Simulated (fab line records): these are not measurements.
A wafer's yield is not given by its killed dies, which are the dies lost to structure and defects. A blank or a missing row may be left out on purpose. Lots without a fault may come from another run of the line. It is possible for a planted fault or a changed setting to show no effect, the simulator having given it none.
Which tool is to blame? | flow nandHarc | 24 lots, 72 wafers sampled, at 1 step of a route of 1302

== WHAT EACH GAUGE READ, for each wafer ==
NHARC_A_CONTACT_OVL_MEAS_43. Usual: overlayXNm -0.3 nm, standard deviation 0.89; overlayYNm -0.1 nm, standard deviation 1.
lot  | measured     | on         | overlayXNm (nm) | overlayYNm (nm) | flag
L074 | day 21 15:43 | overlay-01 | 0.1 -0.3 -0.6   | -0.2 -0.6 -0.1  | 
L075 | day 21 21:02 | overlay-02 | -0.6 -0.3 -0.2  | 0.3 0.5 0.5     | 
L076 | day 21 21:29 | overlay-02 | 0.9 0.5 0.8     | 0.5 0.6 0.8     | 
L079 | day 22 22:14 | overlay-02 | -0.8 -0.7 -1.0  | -1.1 -0.6 -0.9  | 
L077 | day 22 22:49 | overlay-01 | 0.7 1.0 0.6     | 0.1 -0.2 -0.3   | 
L078 | day 23 05:43 | overlay-01 | -2.2 -2.0 -2.6  | -0.9 -0.5 -0.4  | 
L080 | day 23 05:44 | overlay-02 | 0.9 0.7 0.2     | 0.4 0.3 0.1     | 
L081 | day 24 06:05 | overlay-01 | -0.7 -0.1 0.0   | -0.3 0.2 0.3    | 
L082 | day 24 06:49 | overlay-01 | 0.4 0.5 0.7     | 0.3 -0.2 0.6    | 
L083 | day 25 00:14 | overlay-01 | -0.5 -0.4 -0.6  | 0.6 0.4 0.2     | 
L085 | day 25 15:04 | overlay-02 | -1.4 -0.9 -1.5  | 0.0 -0.1 0.2    | 
L084 | day 25 15:55 | overlay-01 | 0.6 0.7 0.7     | 2.1 2.2 1.9     | 
L086 | day 26 08:49 | overlay-01 | 0.2 0.6 0.2     | 0.3 0.2 0.4     | 
L087 | day 26 20:44 | overlay-01 | 0.9 1.2 0.7     | 0.6 0.6 0.8     | 
L089 | day 27 08:13 | overlay-02 | -1.6 -1.9 -1.3  | -0.6 -1.2 -0.8  | 
L088 | day 27 12:25 | overlay-01 | -0.7 -0.2 -0.4  | 0.5 1.4 0.8     | 
L090 | day 28 07:50 | overlay-02 | -1.1 -1.5 -1.4  | 0.2 1.1 1.1     | 
L091 | day 28 21:01 | overlay-01 | -0.8 -1.2 -0.5  | -1.6 -0.8 -1.3  | 
L093 | day 28 22:38 | overlay-02 | 0.9 1.4 1.5     | -0.1 -0.2 -0.4  | 
L092 | day 29 02:42 | overlay-02 | -0.7 -0.6 -0.4  | -2.5 -2.9 -2.5  | 
L094 | day 29 16:34 | overlay-02 | 0.8 -0.1 0.4    | -0.5 -0.1 -0.1  | 
L095 | day 30 08:41 | overlay-02 | 0.5 -0.5 -0.6   | 1.0 0.9 0.4     | 
L097 | day 31 01:44 | overlay-01 | -1.1 -0.9 -0.8  | 0.5 0.2 0.2     | 
L096 | day 31 22:22 | overlay-02 | -1.6 -0.3 -0.9  | -1.6 -2.1 -1.9  | 

== WHICH TOOL RAN EACH LOT (tool, then ch and the chambers of the sampled wafers, then the start) ==
Record: no process step prior to these readings.

== WHAT THE TOOLS THEMSELVES READ (means of the sampled wafers that have a number; where no wafer has one, the mark that the record gives instead) ==
The record holds no such reading with a usual standard deviation.

== THE ANSWER, worked out from the rows above alone ==
Rule: lot off if the mean of its wafers having a number is beyond 3 standard deviations from the usual mean. Also off: a lot with no number at a reading for which 4 or more lots have one. The other lots that the step has rows for count as sound. First the gauges in route order, then the tools' own readings, where a lot's mean is used as printed above. The first step at which some lot is off is used, and at that step the reading that is off furthest; a lot without a number counts as furthest.
No lot is off on any of the readings shown, so nothing can be concluded from this.

== WHAT WAS PUT IN BY THE SIMULATOR ==
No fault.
